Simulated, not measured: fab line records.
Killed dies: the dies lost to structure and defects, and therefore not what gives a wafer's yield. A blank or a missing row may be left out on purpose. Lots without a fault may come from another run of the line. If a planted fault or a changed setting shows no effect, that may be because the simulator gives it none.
fab line records ; flow nand_harc
record: lots: 7; wafers: 21; last_day: 32
route steps=1302 shown A_STAIRCASE@822 END@1302
lots that met no fault: taken from a fault-free run of the same line
start_h: hours from the record's opening day to when the first of the lot's shown wafers began ; wait_h: hours elapsed since this lot's preceding step ; " same as the row above ; L1.1+2: a row that stands for several wafers ; - no value, or no start was given ; * or withheld: withheld ; < > ~ a bound
route shown NAME@n: names a module that has steps shown in the file, with the first one's number in the route ; usual: mean/standard deviation taken from wafers without a fault ; same: alike in all rows ; chamber/n: place in a boat ; sites: each site's reading ; _std_site: their standard deviation ; _edge_site: outer sites' mean less inner sites' ; radius_mm: for every site, how far away it sits from the centre of the wafer ; mask NAME#n: copy n ; behind: the last tool/chamber to shape the wafer ; hold: cause of the lot's hold/its duration in hours/its outcome ; device: transistor that didn't switch, given as n, p or np ; end of line: tests of these same wafers at the route's end ; step lacking rows: just its recipe ; killed: not the wafer's yield, but the dies lost to structure and defects at the first sort ; map: the dies of a wafer, with x for killed, . for not killed, _ for no die there
set.NAME: the setting as run; set.NAME@STEP: as run at that earlier step ; model.NAME: the simulator's own value behind a step, which no gauge read
lots at some steps of the route; a table a step, a row a wafer
services: from which hour (start_h, from the record's first day; less than 0 if before it) a tool's chamber was out of use, for how many hours, and why
== steps ==
step: NHARC_A_STAIRCASE_COAT_304
recipe: spin_rpm: 1200
step: NHARC_A_STAIRCASE_SOFTBAKE_305
recipe: temp_c: 135; time_s: 170
step: NHARC_A_STAIRCASE_EBR_306
step: NHARC_A_STAIRCASE_EXPOSE_307
recipe: na: 0.5; dose_mj: 45.72; mask_id: CHOP_50
step: NHARC_A_STAIRCASE_PEB_308
recipe: peb_temp_c: 115; peb_time_s: 130
step: NHARC_A_STAIRCASE_DEVELOP_309
recipe: time_s: 140
step: NHARC_A_STAIRCASE_HARDBAKE_311
recipe: temp_c: 120; time_s: 140
step: NHARC_A_STAIRCASE_DESCUM_312
recipe: time_s: 3; o2_flow_sccm: 200; ar_flow_sccm: 0; bias_power_w: 0; chemistry: O2
usual: drypump_motor_current_A: 5.8/0.36; oes_product_au: 1.003/0.01; rf_vpp_V: 57.9/0.91; showerhead_plenum_p_Torr: 1.92/0.085; throttle_valve_pct: 11.310/0.0081
lot.wafer;tool;chamber;start_h;wait_h;drypump_motor_current_A;oes_product_au;rf_hours_counter_h;rf_vpp_V;showerhead_plenum_p_Torr;throttle_valve_pct
L136.1;rie_diel-01;1;422.69;-;6.2;1.001;11;56.7;1.78;11.297
L136.4;rie_diel-01;2;422.69;-;5.7;0.999;12;57.6;1.92;11.309
L136.2;rie_diel-01;3;422.69;-;6.3;1.013;10;58.1;1.91;11.328
L140.4;rie_diel-01;2;466.48;-;5.7;0.993;23;57.6;1.91;11.305
L140.5;rie_diel-01;0;466.48;-;5.7;1.019;-;56.6;1.85;11.315
L140.6;rie_diel-01;1;466.48;-;6.2;1.010;-;56.9;1.77;11.309
L141.2;rie_diel-01;3;485.17;-;6.3;1.008;30;59.6;1.91;11.311
L141.4;rie_diel-01;2;485.17;-;5.7;0.996;29;58.8;1.91;11.300
L141.5;rie_diel-01;0;485.17;-;5.7;1.005;-;58.0;1.84;11.314
L144.3;rie_diel-07;3;496.70;-;5.4;0.990;4;58.1;2.04;11.319
L144.2;rie_diel-07;1;496.70;-;5.9;1.013;5;58.0;2.04;11.310
L144.5;rie_diel-07;0;496.70;-;5.2;1.013;-;58.2;1.96;11.326
L150.6;rie_diel-01;0;575.15;-;5.7;1.017;-;56.9;1.84;11.302
L150.5;rie_diel-01;1;575.15;-;6.2;0.983;-;57.4;2.08;11.314
L150.4;rie_diel-01;2;575.15;-;5.7;0.996;-;57.5;1.90;11.298
L149.2;rie_diel-01;2;579.35;-;5.7;0.998;6;57.6;1.90;11.301
L149.3;rie_diel-01;1;579.35;-;6.2;0.991;6;59.5;2.07;11.328
L149.6;rie_diel-01;3;579.35;-;6.3;1.006;-;57.7;1.90;11.305
L152.1;rie_diel-01;0;588.49;-;5.7;1.022;10;58.1;1.83;11.312
L152.2;rie_diel-01;1;588.49;-;6.3;0.985;10;58.4;2.07;11.317
L152.4;rie_diel-01;3;588.49;-;6.3;1.010;-;56.6;1.90;11.312
step: NHARC_A_STAIRCASE_ETCH_313
recipe: cf4_flow_sccm: 100; chf3_flow_sccm: 30; ar_flow_sccm: 0; rf_w: 500; bias_w: 200; chemistry: CF4/CHF3
usual: bias_w: 199.9/0.65; cf4_flow_sccm: 100.00/0.27; drypump_motor_current_A: 5.8/0.35; oes_product_au: 0.934/0.017; rf_vpp_V: 371.0/2.4; showerhead_plenum_p_Torr: 1.58/0.067; throttle_valve_pct: 16.802/0.009
lot.wafer;tool;chamber;start_h;wait_h;bias_w;cf4_flow_sccm;drypump_motor_current_A;oes_product_au;rf_hours_counter_h;rf_vpp_V;showerhead_plenum_p_Torr;throttle_valve_pct
L136.1;rie_diel-01;2;422.79;0.1;200.0;100.15;5.7;0.921;12;370.9;1.58;16.797
L136.4;rie_diel-01;3;422.79;0.1;200.4;100.26;6.3;0.942;10;371.3;1.57;16.814
L136.2;rie_diel-01;0;422.79;0.1;198.8;99.75;5.7;0.933;10;367.4;1.52;16.799
L140.4;rie_diel-01;1;466.62;0.1;198.7;100.06;6.2;0.929;22;367.7;1.46;16.811
L140.5;rie_diel-01;1;466.62;0.1;199.8;99.99;6.2;0.925;-;367.7;1.46;16.803
L140.6;rie_diel-01;2;466.62;0.1;199.8;99.58;5.7;0.919;-;370.5;1.57;16.814
L141.2;rie_diel-01;1;485.25;0.1;199.0;99.44;6.2;0.931;29;366.1;1.46;16.810
L141.4;rie_diel-01;0;485.25;0.1;200.1;100.09;5.7;0.936;29;369.1;1.52;16.800
L141.5;rie_diel-01;1;485.25;0.1;200.5;100.00;6.2;0.938;-;367.6;1.46;16.792
L144.2;rie_diel-07;0;496.78;0.1;198.8;100.45;5.2;0.930;5;371.9;1.61;16.803
L144.3;rie_diel-07;3;496.78;0.1;200.4;100.17;5.4;0.917;4;372.7;1.67;16.791
L144.5;rie_diel-07;1;496.78;0.1;200.4;100.09;5.8;0.929;-;373.1;1.67;16.804
L150.4;rie_diel-01;0;575.25;0.1;199.6;100.19;5.7;0.943;-;367.9;1.51;16.808
L150.6;rie_diel-01;1;575.25;0.1;199.1;99.73;6.2;0.917;-;375.3;1.70;16.813
L150.5;rie_diel-01;2;575.25;0.1;200.4;100.25;5.7;0.927;-;369.8;1.56;16.786
L149.2;rie_diel-01;1;579.44;0.1;199.9;100.45;6.2;0.933;6;375.8;1.70;16.815
L149.3;rie_diel-01;3;579.44;0.1;199.3;99.72;6.3;0.960;0;370.7;1.56;16.809
L149.6;rie_diel-01;2;579.44;0.1;198.8;99.96;5.7;0.936;-;368.6;1.56;16.806
L152.2;rie_diel-01;0;588.59;0.1;200.7;100.19;5.7;0.990;10;368.1;1.51;16.808
L152.1;rie_diel-01;1;588.59;0.1;201.1;100.49;6.2;0.960;10;374.1;1.70;16.795
L152.4;rie_diel-01;1;588.59;0.1;200.6;99.89;6.2;0.953;-;374.0;1.70;16.804
step: NHARC_A_STAIRCASE_HM_OPEN_463
recipe: o2_flow_sccm: 400; cos_flow_sccm: 20; ar_flow_sccm: 0; rf_w: 500; bias_w: 300; chemistry: O2/COS
usual: bias_w: 300.2/0.94; drypump_motor_current_A: 5.8/0.36; oes_product_au: 1.003/0.011; rf_vpp_V: 467.7/2.7; showerhead_plenum_p_Torr: 3.14/0.13; throttle_valve_pct: 28.331/0.0081
lot.wafer;tool;chamber;start_h;wait_h;bias_w;drypump_motor_current_A;oes_product_au;rf_hours_counter_h;rf_vpp_V;showerhead_plenum_p_Torr;throttle_valve_pct
L136.1;rie_diel-01;3;-;-;301.0;6.3;0.998;10;467.0;3.12;28.322
L136.2;rie_diel-01;1;-;-;299.6;6.2;1.012;12;462.4;2.91;28.343
L136.4;rie_diel-01;2;-;-;299.4;5.7;0.979;12;467.7;3.13;28.334
L140.4;rie_diel-01;0;-;-;300.9;5.7;0.996;21;465.5;3.02;28.340
L140.6;rie_diel-01;0;-;-;300.7;5.7;1.005;-;465.3;3.02;28.333
L140.5;rie_diel-01;1;-;-;300.2;6.3;0.997;-;463.9;2.90;28.321
L141.4;rie_diel-01;2;-;-;300.5;5.7;1.000;29;467.2;3.12;28.337
L141.2;rie_diel-01;3;-;-;301.0;6.3;1.008;30;467.3;3.11;28.334
L141.5;rie_diel-01;1;-;-;301.2;6.2;1.006;-;461.6;2.90;28.339
L144.2;rie_diel-07;3;-;-;300.1;5.4;0.993;4;470.3;3.31;28.337
L144.3;rie_diel-07;2;-;-;300.2;5.1;0.998;5;463.7;3.00;28.332
L144.5;rie_diel-07;0;-;-;299.7;5.2;1.008;-;468.2;3.20;28.328
L150.5;rie_diel-01;2;-;-;301.6;5.7;1.002;-;466.4;3.10;28.329
L150.4;rie_diel-01;0;-;-;300.3;5.7;1.030;-;464.4;3.00;28.317
L150.6;rie_diel-01;1;-;-;298.9;6.2;0.988;-;471.8;3.37;28.335
L149.3;rie_diel-01;2;-;-;300.6;5.7;1.003;6;466.5;3.10;28.335
L149.2;rie_diel-01;0;-;-;299.4;5.7;1.024;6;463.8;3.00;28.343
L149.6;rie_diel-01;2;-;-;300.3;5.7;1.003;-;466.4;3.10;28.328
L152.1;rie_diel-01;3;-;-;299.9;6.3;1.005;4;467.4;3.09;28.321
L152.2;rie_diel-01;0;-;-;299.7;5.7;1.024;10;465.2;3.00;28.317
L152.4;rie_diel-01;3;-;-;300.8;6.3;1.011;-;466.9;3.09;28.344
step: NHARC_A_STAIRCASE_STRIP_464
recipe: o2_flow_sccm: 400; cos_flow_sccm: 20; ar_flow_sccm: 0; bias_w: 0; chemistry: O2/COS
step: NHARC_A_STAIRCASE_ETCH_453
recipe: target_depth_a: 300; overetch_a: 30; time_s: 16.5; ion_energy_ev: 100; cf4_flow_sccm: 80; o2_flow_sccm: 20; ar_flow_sccm: 0; rf_w: 300; bias_w: 100; chemistry: CF4/O2
usual: bias_w: 100.0/0.31; cf4_flow_sccm: 80.03/0.25; drypump_motor_current_A: 5.8/0.36; oes_product_au: 1.005/0.01; rf_vpp_V: 197.9/1.6; showerhead_plenum_p_Torr: 1.34/0.059; throttle_valve_pct: 13.398/0.0091
lot.wafer;tool;chamber;start_h;wait_h;bias_w;cf4_flow_sccm;drypump_motor_current_A;oes_product_au;rf_hours_counter_h;rf_vpp_V;showerhead_plenum_p_Torr;throttle_valve_pct
L136.2;rie_diel-01;2;423.24;-;100.1;79.88;5.7;0.997;12;196.2;1.34;13.404
L136.4;rie_diel-01;3;423.24;-;100.0;80.12;6.3;1.021;10;199.5;1.33;13.410
L136.1;rie_diel-01;1;423.24;-;99.9;80.48;6.3;1.004;12;194.5;1.24;13.381
L140.4;rie_diel-01;1;467.48;-;-;-;-;-;-;-;-;-
L140.5;rie_diel-01;2;467.48;-;-;-;-;-;-;-;-;-
L140.6;rie_diel-01;3;467.48;-;-;-;-;-;-;-;-;-
L141.2;rie_diel-01;3;485.71;-;-;-;-;-;-;-;-;-
L141.4;rie_diel-01;0;485.71;-;-;-;-;-;-;-;-;-
L141.5;rie_diel-01;2;485.71;-;-;-;-;-;-;-;-;-
L144.2;rie_diel-07;2;497.24;-;-;-;-;-;-;-;-;-
L144.3;rie_diel-07;0;497.24;-;-;-;-;-;-;-;-;-
L144.5;rie_diel-07;1;497.24;-;-;-;-;-;-;-;-;-
L150.4;rie_diel-01;2;575.76;-;100.2;80.33;5.7;1.001;-;198.1;1.33;13.384
L150.6;rie_diel-01;0;575.76;-;100.8;80.28;5.7;1.016;-;197.0;1.28;13.385
L150.5;rie_diel-01;1;575.76;-;100.2;80.15;6.2;0.982;-;199.6;1.44;13.400
L149.2;rie_diel-01;1;579.97;-;100.0;80.03;6.3;0.987;6;198.6;1.44;13.404
L149.3;rie_diel-01;0;579.97;-;99.6;80.07;5.7;1.022;6;196.9;1.28;13.410
L149.6;rie_diel-01;1;579.97;-;100.3;80.36;6.2;0.994;-;199.7;1.44;13.394
L152.1;rie_diel-01;0;589.30;-;99.5;80.23;5.7;1.022;11;196.6;1.28;13.398
L152.2;rie_diel-01;1;589.30;-;100.0;80.10;6.2;0.997;11;201.1;1.44;13.405
L152.4;rie_diel-01;3;589.30;-;100.3;80.10;6.3;1.020;-;197.7;1.32;13.404
step: NHARC_A_STAIRCASE_ETCH_315
recipe: target_depth_a: 25000; time_s: 607.1; ion_energy_ev: 800; c4f8_flow_sccm: 80; o2_flow_sccm: 60; ar_flow_sccm: withheld; rf_w: 600; bias_w: 3000; chemistry: C4F8/O2/Ar
usual: bias_w: 2999/9.4; chamber_pressure_mTorr: 25.001/0.023; oes_product_au: 0.934/0.01; rf_vpp_V: 1829/11
lot.wafer;tool;chamber;start_h;wait_h;bias_w;chamber_pressure_mTorr;oes_product_au;rf_hours_counter_h;rf_vpp_V
L136.2;rie_diel-01;1;-;-;2996;24.983;0.938;12;1808
L136.4;rie_diel-01;2;-;-;2999;25.027;0.925;12;1828
L136.1;rie_diel-01;3;-;-;3004;25.064;0.933;10;1827
L140.4;rie_diel-01;2;-;-;3008;24.991;0.935;23;1828
L140.5;rie_diel-01;0;-;-;3000;24.982;0.939;-;1819
L140.6;rie_diel-01;1;-;-;3003;24.992;0.931;-;1809
L141.4;rie_diel-01;1;-;-;2995;24.978;0.929;29;1809
L141.2;rie_diel-01;2;-;-;3015;25.027;0.931;29;1826
L141.5;rie_diel-01;0;-;-;3001;25.016;0.927;-;1817
L144.2;rie_diel-07;0;-;-;2979;24.995;0.929;5;1833
L144.3;rie_diel-07;2;-;-;2990;24.996;0.925;5;1817
L144.5;rie_diel-07;3;-;-;2998;24.999;0.925;-;1842
L150.6;rie_diel-01;2;-;-;3007;25.004;0.935;-;1825
L150.4;rie_diel-01;0;-;-;3007;25.027;0.947;-;1816
L150.5;rie_diel-01;1;-;-;2984;25.025;0.922;-;1847
L149.3;rie_diel-01;1;-;-;2997;25.023;0.933;7;1845
L149.2;rie_diel-01;2;-;-;2999;25.007;0.935;7;1824
L149.6;rie_diel-01;2;-;-;3010;25.020;0.937;-;1824
L152.1;rie_diel-01;0;-;-;2994;24.991;0.950;11;1816
L152.2;rie_diel-01;3;-;-;2992;25.011;0.958;5;1824
L152.4;rie_diel-01;3;-;-;2993;25.028;0.949;-;1824
step: NHARC_END_SORT_01
recipe: temp_c: 25
usual: killed_at_array: 57/20; killed_at_other: 1.0/1.5; killed_at_periphery: 3.5/2.5; killed_dies: 62/21; killed_open: 3.5/1.9; killed_short: 2.4/1.6
same: gross_dies: 677
lot.wafer;tool;chamber;start_h;wait_h;killed_at_array;killed_at_other;killed_at_periphery;killed_dies;killed_open;killed_short
L136.1;prober-01;0;605.06;2.4;41;0;1;42;5;4
L136.2;prober-01;0;605.86;2.8;51;0;4;55;8;1
L136.4;prober-01;0;607.46;3.4;38;0;4;42;2;4
L140.4;prober-01;0;647.98;3.4;83;2;4;89;8;4
L140.5;prober-01;0;648.79;3.7;77;0;3;80;4;1
L140.6;prober-01;0;649.59;4.0;76;1;7;84;4;1
L141.2;prober-02;0;663.26;2.8;79;2;7;88;5;2
L141.4;prober-02;0;664.86;3.4;95;3;4;102;5;3
L141.5;prober-02;0;665.66;3.7;76;4;4;84;5;1
L144.2;prober-01;0;680.81;2.8;26;0;3;29;4;0
L144.3;prober-01;0;681.60;3.1;27;2;1;30;4;2
L144.5;prober-01;0;683.19;3.7;22;0;2;24;6;2
L149.2;prober-01;0;757.96;2.8;70;0;3;73;3;0
L149.3;prober-01;0;758.76;3.1;81;0;3;84;5;2
L149.6;prober-01;0;761.16;4.0;88;0;2;90;2;3
L152.1;prober-02;0;765.00;2.5;62;0;1;63;1;0
L152.2;prober-02;0;765.80;2.8;55;0;3;58;1;2
L152.4;prober-02;0;767.40;3.4;52;2;2;56;3;4
killed by level:class
L136.1 A_CHANNEL_HOLE_D2:chamber_film_flake=20 A_CONTACT:chamber_film_flake=6 A_CHANNEL_HOLE_D1:chamber_film_flake=3 A_M0:geometric_particle:short=2 A_STAIRCASE:chamber_film_flake=2 P_GATE:geometric_particle:open=1 A_ONON_D1:geometric_particle:short=1 A_ONON_D1:geometric_particle:open=1
L136.2 A_CHANNEL_HOLE_D2:chamber_film_flake=28 A_CHANNEL_HOLE_D1:chamber_film_flake=7 A_CONTACT:chamber_film_flake=7 P_CONTACT:geometric_particle:open=2 A_CHANNEL_FILL_D2:geometric_particle:open=2 A_M0:geometric_particle:open=2 A_WL_FILL:chamber_film_flake=2 A_ONON_D1:geometric_particle:open=1
L136.4 A_CHANNEL_HOLE_D2:chamber_film_flake=26 P_STI:chamber_film_flake=3 A_CONTACT:chamber_film_flake=3 A_WL_FILL:chamber_film_flake=2 P_CONTACT:geometric_particle:open=1 A_ONON_D1:geometric_particle:open=1 A_ONON_D1:geometric_particle:short=1 A_CHANNEL_HOLE_D1:geometric_particle:short=1
L140.4 A_CHANNEL_HOLE_D2:chamber_film_flake=34 A_SLIT:chamber_film_flake=27 A_CHANNEL_HOLE_D1:chamber_film_flake=5 A_WL_FILL:chamber_film_flake=3 A_WL_FILL:geometric_particle:short=2 A_DECK1_JOINT:chamber_film_flake=2 THIN_TSV:chamber_film_flake=2 P_GATE:geometric_particle:open=1
L140.5 A_CHANNEL_HOLE_D2:chamber_film_flake=32 A_SLIT:chamber_film_flake=30 A_CHANNEL_HOLE_D1:chamber_film_flake=6 P_ZERO_WELL:chamber_film_flake=2 A_CHANNEL_FILL_D1:chamber_film_flake=2 A_DECK1_JOINT:chamber_film_flake=2 P_M1:geometric_particle:open=1 A_ONON_D1:geometric_particle:short=1
L140.6 A_SLIT:chamber_film_flake=31 A_CHANNEL_HOLE_D2:chamber_film_flake=27 A_CHANNEL_HOLE_D1:chamber_film_flake=7 P_GATE:chamber_film_flake=4 A_WL_FILL:chamber_film_flake=3 A_CONTACT:chamber_film_flake=3 P_GATE:geometric_particle:short=1 P_GATE:geometric_particle:open=1
L141.2 A_CHANNEL_HOLE_D1:chamber_film_flake=35 A_SLIT:chamber_film_flake=26 A_CHANNEL_HOLE_D2:chamber_film_flake=10 P_M0:geometric_particle:open=2 P_ZERO_WELL:chamber_film_flake=2 A_CONTACT:chamber_film_flake=2 THIN_TSV:chamber_film_flake=2 P_GATE:geometric_particle:open=1
L141.4 A_CHANNEL_HOLE_D1:chamber_film_flake=31 A_SLIT:chamber_film_flake=27 A_CHANNEL_HOLE_D2:chamber_film_flake=17 A_CONTACT:chamber_film_flake=11 THIN_TSV:chamber_film_flake=3 A_ONON_D1:geometric_particle:short=2 A_STAIRCASE:chamber_film_flake=2 P_M0:geometric_particle:open=1
L141.5 A_SLIT:chamber_film_flake=27 A_CHANNEL_HOLE_D1:chamber_film_flake=25 A_CHANNEL_HOLE_D2:chamber_film_flake=12 A_CONTACT:chamber_film_flake=5 THIN_TSV:chamber_film_flake=4 A_STAIRCASE:chamber_film_flake=3 P_M0:geometric_particle:open=1 P_M1:geometric_particle:open=1
L144.2 A_CHANNEL_HOLE_D1:chamber_film_flake=7 A_CONTACT:chamber_film_flake=6 A_STAIRCASE:chamber_film_flake=4 A_CHANNEL_HOLE_D2:chamber_film_flake=2 A_SLIT:chamber_film_flake=2 P_GATE:geometric_particle:open=1 A_ONON_D1:geometric_particle:open=1 A_M0:geometric_particle:open=1
L144.3 A_CHANNEL_HOLE_D1:chamber_film_flake=6 A_WL_FILL:chamber_film_flake=4 A_CHANNEL_FILL_D1:chamber_film_flake=3 A_STAIRCASE:chamber_film_flake=3 A_CHANNEL_HOLE_D2:chamber_film_flake=2 A_SLIT:chamber_film_flake=2 A_CONTACT:chamber_film_flake=2 THIN_TSV:chamber_film_flake=2
L144.5 A_CHANNEL_HOLE_D1:chamber_film_flake=7 A_STAIRCASE:chamber_film_flake=4 A_CHANNEL_HOLE_D2:chamber_film_flake=2 P_GATE:geometric_particle:open=1 P_M1:geometric_particle:open=1 A_ONON_D1:geometric_particle:open=1 A_ONON_D1:geometric_particle:short=1 A_DECK1_JOINT:geometric_particle:short=1
L149.2 A_SLIT:chamber_film_flake=34 A_CHANNEL_HOLE_D1:chamber_film_flake=27 A_CONTACT:chamber_film_flake=2 P_M2:chamber_film_flake=2 A_SGD_CUT:chamber_film_flake=2 A_DECK1_JOINT:geometric_particle:open=1 A_SGD_CUT:geometric_particle:open=1 A_M0:geometric_particle:open=1
L149.3 A_SLIT:chamber_film_flake=31 A_CHANNEL_HOLE_D1:chamber_film_flake=28 A_SGD_CUT:chamber_film_flake=5 A_STAIRCASE:chamber_film_flake=4 A_CONTACT:chamber_film_flake=4 A_ZERO_WELL:chamber_film_flake=3 A_WL_FILL:geometric_particle:open=2 P_CONTACT:geometric_particle:short=1
L149.6 A_SLIT:chamber_film_flake=32 A_CHANNEL_HOLE_D1:chamber_film_flake=27 A_STAIRCASE:chamber_film_flake=8 A_CONTACT:chamber_film_flake=5 A_ZERO_WELL:chamber_film_flake=3 A_SGD_CUT:chamber_film_flake=3 A_WL_FILL:chamber_film_flake=2 P_M1:geometric_particle:short=1
L152.1 A_CHANNEL_HOLE_D2:chamber_film_flake=29 A_CHANNEL_HOLE_D1:chamber_film_flake=13 A_SLIT:chamber_film_flake=8 A_CONTACT:chamber_film_flake=5 A_STAIRCASE:chamber_film_flake=2 A_WL_FILL:chamber_film_flake=2 A_ONON_D2:geometric_particle:open=1 P_GATE:chamber_film_flake=1
L152.2 A_CHANNEL_HOLE_D2:chamber_film_flake=27 A_CHANNEL_HOLE_D1:chamber_film_flake=15 A_SLIT:chamber_film_flake=4 A_CHANNEL_FILL_D1:chamber_film_flake=2 A_CONTACT:chamber_film_flake=2 P_M1:geometric_particle:open=1 A_CHANNEL_FILL_D2:geometric_particle:short=1 A_CONTACT:geometric_particle:short=1
L152.4 A_CHANNEL_HOLE_D2:chamber_film_flake=31 A_CHANNEL_HOLE_D1:chamber_film_flake=10 A_SLIT:chamber_film_flake=4 THIN_TSV:chamber_film_flake=2 P_CONTACT:geometric_particle:open=1 P_M0:geometric_particle:short=1 A_CHANNEL_HOLE_D1:geometric_particle:short=1 A_DECK1_JOINT:geometric_particle:short=1
== services ==
tool;chamber;start_h;hours;kind
rie_diel-07;0;403.85;8.8;repair
rie_diel-01;0;416.69;-;clean
rie_diel-01;1;416.69;-;clean
rie_diel-01;2;416.69;-;clean
rie_diel-01;3;416.69;-;clean
rie_diel-01;0;441.19;-;clean
rie_diel-01;1;441.19;-;clean
rie_diel-01;2;441.19;-;clean
rie_diel-01;3;441.19;-;clean
rie_diel-01;0;465.69;-;clean
rie_diel-01;1;465.69;-;clean
rie_diel-01;2;465.69;-;clean
rie_diel-01;3;465.69;-;clean
rie_diel-01;0;491.03;-;clean
rie_diel-01;1;491.03;-;clean
rie_diel-01;2;491.03;-;clean
rie_diel-01;3;491.03;-;clean
rie_diel-01;0;515.57;-;clean
rie_diel-01;1;515.57;-;clean
rie_diel-01;2;515.57;-;clean
rie_diel-07;1;554.62;4.5;repair
rie_diel-07;0;555.62;7.3;repair
rie_diel-01;-;557.89;9.0;pm
rie_diel-01;2;581.64;14.5;repair
== key ==
first_sign: step: NHARC_A_STAIRCASE_ETCH_453; reading: tool_record; direction: missing
effect none on later readings
met_at NHARC_A_STAIRCASE_ETCH_453
struck_wafers L140.4,L140.5,L140.6,L141.2,L141.4,L141.5,L144.2,L144.3,L144.5
tester_left_out L140,L141,L144
onset_between 423.24 467.48
fault: kind: skipped_step_whole; tool: rie_diel-01,rie_diel-07; chamber: -; onset_h: 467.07; steps: NHARC_A_STAIRCASE_ETCH_453; scope: struck_lots_only
tester_left_out: of these lots the tester's yield and bins aren't shown, on N5 and GAA mostly nor the transistor test; their killed dies are dies lost to structure and defects alone, not to doping, threshold or leakage, so they don't give the yield
